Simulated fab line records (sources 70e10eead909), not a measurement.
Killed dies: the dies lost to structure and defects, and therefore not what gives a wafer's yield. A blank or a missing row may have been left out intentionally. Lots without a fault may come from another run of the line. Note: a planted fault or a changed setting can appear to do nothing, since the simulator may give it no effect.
Matching of chambers || flow nand harc || NHARC_A_WL_FILL_ALD_02 on ald metal-03 has 4 sister chambers
The step deposits TiN, target thk 2 nm, pulse time 3 s, ald cycles 100. 8 wafers are shown with their chamber, then 7 later ones without.

== EACH WAFER AND ITS CHAMBER ==
{"wafer": "L080.3", "chamber": 2, "heater power w (W)": 969, "precursor pulse height rel": 0.964}
{"wafer": "L088.2", "chamber": 0, "heater power w (W)": 1008, "precursor pulse height rel": 1.009}
{"wafer": "L088.5", "chamber": 1, "heater power w (W)": 1066, "precursor pulse height rel": 1.040}
{"wafer": "L090.1", "chamber": 3, "heater power w (W)": 1096, "precursor pulse height rel": 0.996}
{"wafer": "L090.2", "chamber": 2, "heater power w (W)": 1019, "precursor pulse height rel": 1.020}
{"wafer": "L090.3", "chamber": 1, "heater power w (W)": 1068, "precursor pulse height rel": 1.027}
{"wafer": "L093.1", "chamber": 3, "heater power w (W)": 1077, "precursor pulse height rel": 0.984}
{"wafer": "L093.2", "chamber": 0, "heater power w (W)": 1031, "precursor pulse height rel": 1.020}

== WAFERS MISSING THEIR CHAMBER ==
{"wafer": "L093.4", "heater power w (W)": 983, "precursor pulse height rel": 1.015}
{"wafer": "L094.1", "heater power w (W)": 1062, "precursor pulse height rel": 1.000}
{"wafer": "L094.2", "heater power w (W)": 1038, "precursor pulse height rel": 1.007}
{"wafer": "L094.4", "heater power w (W)": 1025, "precursor pulse height rel": 0.989}
{"wafer": "L096.1", "heater power w (W)": 1047, "precursor pulse height rel": 0.977}
{"wafer": "L096.3", "heater power w (W)": 1075, "precursor pulse height rel": 1.055}
{"wafer": "L096.5", "heater power w (W)": 1030, "precursor pulse height rel": 1.000}

== WHICH CHAMBER EACH ONE RAN IN ==
{"wafer": "L093.4", "from the rows above": "can't be placed: 2 or 0", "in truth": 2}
{"wafer": "L094.1", "from the rows above": "can't be placed: 3 or 1 or 0", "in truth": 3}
{"wafer": "L094.2", "from the rows above": "can't be placed: 0 or 1 or 2 or 3", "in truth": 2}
{"wafer": "L094.4", "from the rows above": "can't be placed: 0 or 2 or 1 or 3", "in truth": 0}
{"wafer": "L096.1", "from the rows above": "can't be placed: 3 or 0 or 2 or 1", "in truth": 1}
{"wafer": "L096.3", "from the rows above": 1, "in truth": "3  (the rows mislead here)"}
{"wafer": "L096.5", "from the rows above": "can't be placed: 0 or 2 or 1 or 3", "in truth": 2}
0 of 7 placed correctly. Can't be placed from these rows: 6 (the true chamber is among the candidates in 6). 1 placed wrongly.
How it was worked out, from the rows above alone: a wafer's distance from a chamber is the root of the sum, over the readings, of the square of ((its reading less the chamber's mean) divided by the reading's scatter). If the next closest chamber is less than 2 further off than the closest, the wafer can't be placed; otherwise it belongs to the closest. Each chamber's mean is taken over the wafers shown for it. The scatter is the square root of a quotient: the sum, over the shown wafers, of each reading's squared deviation from its chamber's mean, divided by wafers minus chambers.
